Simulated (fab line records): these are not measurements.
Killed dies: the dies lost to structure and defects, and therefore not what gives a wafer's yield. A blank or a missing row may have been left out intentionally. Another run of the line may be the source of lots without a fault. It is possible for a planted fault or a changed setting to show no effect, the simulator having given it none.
Which tool was responsible? || flow n5Finfet || Sampling: 9 lots, 25 wafers, 4 of 1938 route steps

== WHAT EACH GAUGE READ, for each wafer ==
N5_BEOL_M4_RC_MEAS_101. Usual: DIBL_N 35.1 mV/V, standard deviation 1.6; DIBL_P 34.9 mV/V, standard deviation 1.8; IOFF_N 0.143 nA/um, standard deviation 0.026; IOFF_P 0.21 nA/um, standard deviation 0.037; ION_N 671 uA/um, standard deviation 11; ION_P 463 uA/um, standard deviation 7.8; SS_N 71.2 mV/dec, standard deviation 0.58; SS_P 73.0 mV/dec, standard deviation 0.54; VT_N 251 mV, standard deviation 3; VT_P -250 mV, standard deviation 4.1.
{"lot": "L888", "measured": "day 8 23:17", "on": "prober-02", "DIBL_N (mV/V)": "32.9 34.7 35.1", "DIBL_P (mV/V)": "32.2 34.7 35.1", "IOFF_N (nA/um)": "0.110 0.137 0.147", "IOFF_P (nA/um)": "0.18 0.21 0.22", "ION_N (uA/um)": "663 678 680", "ION_P (uA/um)": "462 472 464", "SS_N (mV/dec)": "69.8 70.9 71.3", "SS_P (mV/dec)": "72.5 72.8 72.7", "VT_N (mV)": "255 250 252", "VT_P (mV)": "-249 -248 -249", "flag": ""}
{"lot": "L890", "measured": "day 9 06:34", "on": "prober-01", "DIBL_N (mV/V)": "31.5 35.8 33.8", "DIBL_P (mV/V)": "31.2 35.1 33.7", "IOFF_N (nA/um)": "0.092 0.149 0.122", "IOFF_P (nA/um)": "0.12 0.16 0.15", "ION_N (uA/um)": "661 655 663", "ION_P (uA/um)": "455 450 453", "SS_N (mV/dec)": "69.7 71.0 70.4", "SS_P (mV/dec)": "72.1 72.9 73.3", "VT_N (mV)": "259 251 252", "VT_P (mV)": "-260 -255 -256", "flag": ""}
{"lot": "L891", "measured": "day 9 19:20", "on": "prober-02", "DIBL_N (mV/V)": "33.6 31.6 31.3", "DIBL_P (mV/V)": "34.0 31.3 31.5", "IOFF_N (nA/um)": "0.139 0.109 0.106", "IOFF_P (nA/um)": "0.22 0.18 0.18", "ION_N (uA/um)": "672 659 655", "ION_P (uA/um)": "467 467 457", "SS_N (mV/dec)": "71.6 70.8 70.6", "SS_P (mV/dec)": "73.1 71.9 71.9", "VT_N (mV)": "250 252 253", "VT_P (mV)": "-246 -249 -247", "flag": ""}
{"lot": "L899", "measured": "day 12 19:42", "on": "prober-02", "DIBL_N (mV/V)": "35.3 35.3", "DIBL_P (mV/V)": "36.7 36.2", "IOFF_N (nA/um)": "0.158 0.158", "IOFF_P (nA/um)": "0.22 0.21", "ION_N (uA/um)": "678 680", "ION_P (uA/um)": "469 469", "SS_N (mV/dec)": "71.9 71.5", "SS_P (mV/dec)": "74.3 73.1", "VT_N (mV)": "248 250", "VT_P (mV)": "-250 -249", "flag": ""}
{"lot": "L901", "measured": "day 13 04:05", "on": "prober-01", "DIBL_N (mV/V)": "34.3 39.0", "DIBL_P (mV/V)": "32.9 37.7", "IOFF_N (nA/um)": "0.113 0.201", "IOFF_P (nA/um)": "0.21 0.29", "ION_N (uA/um)": "654 676", "ION_P (uA/um)": "457 466", "SS_N (mV/dec)": "70.6 72.7", "SS_P (mV/dec)": "72.9 74.2", "VT_N (mV)": "259 249", "VT_P (mV)": "-250 -243", "flag": ""}
{"lot": "L902", "measured": "day 13 23:33", "on": "prober-02", "DIBL_N (mV/V)": "34.6 35.2 35.7", "DIBL_P (mV/V)": "33.5 34.0 33.9", "IOFF_N (nA/um)": "0.104 0.122 0.121", "IOFF_P (nA/um)": "0.17 0.18 0.18", "ION_N (uA/um)": "647 660 653", "ION_P (uA/um)": "447 455 454", "SS_N (mV/dec)": "71.2 70.7 70.8", "SS_P (mV/dec)": "73.7 73.1 73.1", "VT_N (mV)": "256 254 256", "VT_P (mV)": "-256 -253 -253", "flag": ""}
{"lot": "L905", "measured": "day 14 05:44", "on": "prober-01", "DIBL_N (mV/V)": "33.6 36.4 33.3", "DIBL_P (mV/V)": "33.2 36.0 32.2", "IOFF_N (nA/um)": "0.113 0.156 0.106", "IOFF_P (nA/um)": "0.18 0.22 0.16", "ION_N (uA/um)": "655 676 656", "ION_P (uA/um)": "462 475 455", "SS_N (mV/dec)": "70.6 71.6 70.8", "SS_P (mV/dec)": "72.5 73.7 71.9", "VT_N (mV)": "253 252 255", "VT_P (mV)": "-249 -248 -252", "flag": ""}
{"lot": "L906", "measured": "day 14 18:48", "on": "prober-01", "DIBL_N (mV/V)": "34.3 37.4 36.3", "DIBL_P (mV/V)": "33.8 38.1 36.9", "IOFF_N (nA/um)": "0.121 0.175 0.154", "IOFF_P (nA/um)": "0.19 0.26 0.23", "ION_N (uA/um)": "656 675 674", "ION_P (uA/um)": "450 472 472", "SS_N (mV/dec)": "71.3 71.4 71.2", "SS_P (mV/dec)": "72.6 73.6 72.7", "VT_N (mV)": "253 249 251", "VT_P (mV)": "-251 -247 -250", "flag": ""}
{"lot": "L907", "measured": "day 14 19:01", "on": "prober-02", "DIBL_N (mV/V)": "38.4 33.5 35.1", "DIBL_P (mV/V)": "38.9 34.8 36.8", "IOFF_N (nA/um)": "0.223 0.133 0.157", "IOFF_P (nA/um)": "0.25 0.19 0.21", "ION_N (uA/um)": "674 675 681", "ION_P (uA/um)": "451 461 466", "SS_N (mV/dec)": "72.7 70.7 70.6", "SS_P (mV/dec)": "74.1 72.9 73.5", "VT_N (mV)": "250 252 248", "VT_P (mV)": "-248 -248 -252", "flag": ""}

N5_PASSIVATION_OVL_MEAS_63. Usual: PAD_OVL -1 nm, standard deviation 5.1.
{"lot": "L888", "measured": "day 13 23:42", "on": "overlay-02", "PAD_OVL (nm)": "3 -5 -3", "flag": ""}
{"lot": "L890", "measured": "day 14 14:32", "on": "overlay-02", "PAD_OVL (nm)": "-1 -12 -2", "flag": ""}
{"lot": "L891", "measured": "day 14 15:42", "on": "overlay-01", "PAD_OVL (nm)": "3 -3 -7", "flag": ""}
{"lot": "L899", "measured": "day 16 23:10", "on": "overlay-01", "PAD_OVL (nm)": "-1 3", "flag": ""}
{"lot": "L901", "measured": "day 17 20:19", "on": "overlay-02", "PAD_OVL (nm)": "-6 5", "flag": ""}
{"lot": "L902", "measured": "day 17 23:08", "on": "overlay-02", "PAD_OVL (nm)": "-3 -6 -3", "flag": ""}
{"lot": "L905", "measured": "day 18 07:31", "on": "overlay-02", "PAD_OVL (nm)": "1 -6 2", "flag": ""}
{"lot": "L906", "measured": "day 19 11:44", "on": "overlay-02", "PAD_OVL (nm)": "-13 -5 -2", "flag": ""}
{"lot": "L907", "measured": "day 19 16:17", "on": "overlay-02", "PAD_OVL (nm)": "2 7 3", "flag": ""}

== WHICH TOOL RAN EACH LOT (tool, then ch and the chambers of the sampled wafers, then the start) ==
{"lot": "L888", "N5_PASSIVATION_STRIP_14": "rieDiel-02 ch 0,1, day 13 22:30", "N5_PASSIVATION_AL_DEP_21": "pvdSputter-02, day 13 22:57"}
{"lot": "L890", "N5_PASSIVATION_STRIP_14": "rieDiel-02 ch 0,1,2, day 14 11:18", "N5_PASSIVATION_AL_DEP_21": "pvdSputter-03, day 14 14:02"}
{"lot": "L891", "N5_PASSIVATION_STRIP_14": "rieDiel-02 ch 0,1, day 14 14:31", "N5_PASSIVATION_AL_DEP_21": "pvdSputter-03, day 14 15:12"}
{"lot": "L899", "N5_PASSIVATION_STRIP_14": "rieDiel-03 ch 0,2, day 16 21:46", "N5_PASSIVATION_AL_DEP_21": "pvdSputter-01, day 16 22:32"}
{"lot": "L901", "N5_PASSIVATION_STRIP_14": "rieDiel-03 ch 0,1, day 17 17:06", "N5_PASSIVATION_AL_DEP_21": "pvdSputter-02, day 17 19:49"}
{"lot": "L902", "N5_PASSIVATION_STRIP_14": "rieDiel-03 ch 0,2, day 17 21:47", "N5_PASSIVATION_AL_DEP_21": "pvdSputter-02, day 17 22:38"}
{"lot": "L905", "N5_PASSIVATION_STRIP_14": "rieDiel-01 ch 1,2,3, day 18 06:33", "N5_PASSIVATION_AL_DEP_21": "pvdSputter-02, day 18 07:00"}
{"lot": "L906", "N5_PASSIVATION_STRIP_14": "rieDiel-03 ch 0,1,2, day 19 10:50", "N5_PASSIVATION_AL_DEP_21": "pvdSputter-01, day 19 11:14"}
{"lot": "L907", "N5_PASSIVATION_STRIP_14": "rieDiel-03 ch 0,1,3, day 19 15:12", "N5_PASSIVATION_AL_DEP_21": "pvdSputter-01, day 19 15:47"}
- N5_PASSIVATION_STRIP_14: strips in O2.
- N5_PASSIVATION_AL_DEP_21: deposits Al, target thk 2800 nm, time 170 s.

== WHAT THE TOOLS THEMSELVES READ (means of the sampled wafers that have a number; where no wafer has one, the mark that the record gives instead) ==
N5_PASSIVATION_STRIP_14. Usual: for chamberPressureMTorr, 30.01 mTorr with a standard deviation of 0.053; for drypumpMotorCurrentA, 5.6 A with a standard deviation of 0.31; for o2FlowSccm, 224.9 sccm with a standard deviation of 0.58; for oesProductAu, 0.77 a.u. with a standard deviation of 0.091; for rfVppV, 3.7 V with a standard deviation of 0.92; for showerheadPlenumPTorr, 2.11 Torr with a standard deviation of 0.069; for throttleValvePct, 16.89 % with a standard deviation of 0.22.
{"lot": "L888", "tool": "rieDiel-02", "chamberPressureMTorr (mTorr)": 29.99, "drypumpMotorCurrentA (A)": 5.7, "o2FlowSccm (sccm)": 224.9, "oesProductAu (a.u.)": 0.74, "rfVppV (V)": 4.4, "showerheadPlenumPTorr (Torr)": 2.12, "throttleValvePct (%)": 16.80, "flag": ""}
{"lot": "L890", "tool": "rieDiel-02", "chamberPressureMTorr (mTorr)": 30.05, "drypumpMotorCurrentA (A)": 5.7, "o2FlowSccm (sccm)": 224.9, "oesProductAu (a.u.)": 0.74, "rfVppV (V)": 3.0, "showerheadPlenumPTorr (Torr)": 2.08, "throttleValvePct (%)": 16.77, "flag": ""}
{"lot": "L891", "tool": "rieDiel-02", "chamberPressureMTorr (mTorr)": 29.96, "drypumpMotorCurrentA (A)": 5.7, "o2FlowSccm (sccm)": 224.7, "oesProductAu (a.u.)": 0.77, "rfVppV (V)": 5.0, "showerheadPlenumPTorr (Torr)": 2.08, "throttleValvePct (%)": 16.61, "flag": ""}
{"lot": "L899", "tool": "rieDiel-03", "chamberPressureMTorr (mTorr)": 30.04, "drypumpMotorCurrentA (A)": 5.4, "o2FlowSccm (sccm)": 225.4, "oesProductAu (a.u.)": 0.71, "rfVppV (V)": 3.6, "showerheadPlenumPTorr (Torr)": 2.08, "throttleValvePct (%)": 17.00, "flag": ""}
{"lot": "L901", "tool": "rieDiel-03", "chamberPressureMTorr (mTorr)": 30.00, "drypumpMotorCurrentA (A)": 5.7, "o2FlowSccm (sccm)": 225.4, "oesProductAu (a.u.)": 0.77, "rfVppV (V)": 3.5, "showerheadPlenumPTorr (Torr)": 2.15, "throttleValvePct (%)": 16.82, "flag": ""}
{"lot": "L902", "tool": "rieDiel-03", "chamberPressureMTorr (mTorr)": 30.03, "drypumpMotorCurrentA (A)": 5.4, "o2FlowSccm (sccm)": 224.9, "oesProductAu (a.u.)": 0.71, "rfVppV (V)": 3.2, "showerheadPlenumPTorr (Torr)": 2.08, "throttleValvePct (%)": 17.05, "flag": ""}
{"lot": "L905", "tool": "rieDiel-01", "chamberPressureMTorr (mTorr)": 30.00, "drypumpMotorCurrentA (A)": 6.0, "o2FlowSccm (sccm)": 224.9, "oesProductAu (a.u.)": 0.78, "rfVppV (V)": 4.0, "showerheadPlenumPTorr (Torr)": 2.06, "throttleValvePct (%)": 16.88, "flag": ""}
{"lot": "L906", "tool": "rieDiel-03", "chamberPressureMTorr (mTorr)": 30.00, "drypumpMotorCurrentA (A)": 5.5, "o2FlowSccm (sccm)": 225.0, "oesProductAu (a.u.)": 0.74, "rfVppV (V)": 3.2, "showerheadPlenumPTorr (Torr)": 2.12, "throttleValvePct (%)": 16.96, "flag": ""}
{"lot": "L907", "tool": "rieDiel-03", "chamberPressureMTorr (mTorr)": 30.02, "drypumpMotorCurrentA (A)": 5.6, "o2FlowSccm (sccm)": 224.9, "oesProductAu (a.u.)": 0.83, "rfVppV (V)": 4.7, "showerheadPlenumPTorr (Torr)": 2.12, "throttleValvePct (%)": 16.83, "flag": ""}

N5_PASSIVATION_AL_DEP_21. Usual: substrateTempC 399.98 C, standard deviation 0.25; throttleValvePct 30.9 %, standard deviation 0.96.
{"lot": "L888", "tool": "pvdSputter-02", "substrateTempC (C)": 399.83, "throttleValvePct (%)": 31.1, "flag": ""}
{"lot": "L890", "tool": "pvdSputter-03", "substrateTempC (C)": 399.98, "throttleValvePct (%)": 30.2, "flag": ""}
{"lot": "L891", "tool": "pvdSputter-03", "substrateTempC (C)": 399.80, "throttleValvePct (%)": 30.8, "flag": ""}
{"lot": "L899", "tool": "pvdSputter-01", "substrateTempC (C)": 399.96, "throttleValvePct (%)": 31.6, "flag": ""}
{"lot": "L901", "tool": "pvdSputter-02", "substrateTempC (C)": 399.86, "throttleValvePct (%)": 32.0, "flag": ""}
{"lot": "L902", "tool": "pvdSputter-02", "substrateTempC (C)": 399.95, "throttleValvePct (%)": 31.3, "flag": ""}
{"lot": "L905", "tool": "pvdSputter-02", "substrateTempC (C)": 400.02, "throttleValvePct (%)": 31.3, "flag": ""}
{"lot": "L906", "tool": "pvdSputter-01", "substrateTempC (C)": 399.95, "throttleValvePct (%)": 31.2, "flag": ""}
{"lot": "L907", "tool": "pvdSputter-01", "substrateTempC (C)": 400.28, "throttleValvePct (%)": 31.0, "flag": ""}

== THE ANSWER, worked out from the rows above alone ==
Rule: lot off if the mean of its wafers having a number is beyond 3 standard deviations from the usual mean. A lot without any number at a reading at which 4 lots or more have one is off too. All remaining lots with rows at the step are treated as sound. Order of review: gauges by route order, followed by the tools' own readings, for which a lot's mean as printed above is used. The first step at which some lot is off is used, and at that step the reading that is off furthest; a lot without a number counts as furthest.
Across all readings shown, no lot is off: no conclusion can be drawn from this.

== WHAT HAD BEEN PUT IN BY THE SIMULATOR ==
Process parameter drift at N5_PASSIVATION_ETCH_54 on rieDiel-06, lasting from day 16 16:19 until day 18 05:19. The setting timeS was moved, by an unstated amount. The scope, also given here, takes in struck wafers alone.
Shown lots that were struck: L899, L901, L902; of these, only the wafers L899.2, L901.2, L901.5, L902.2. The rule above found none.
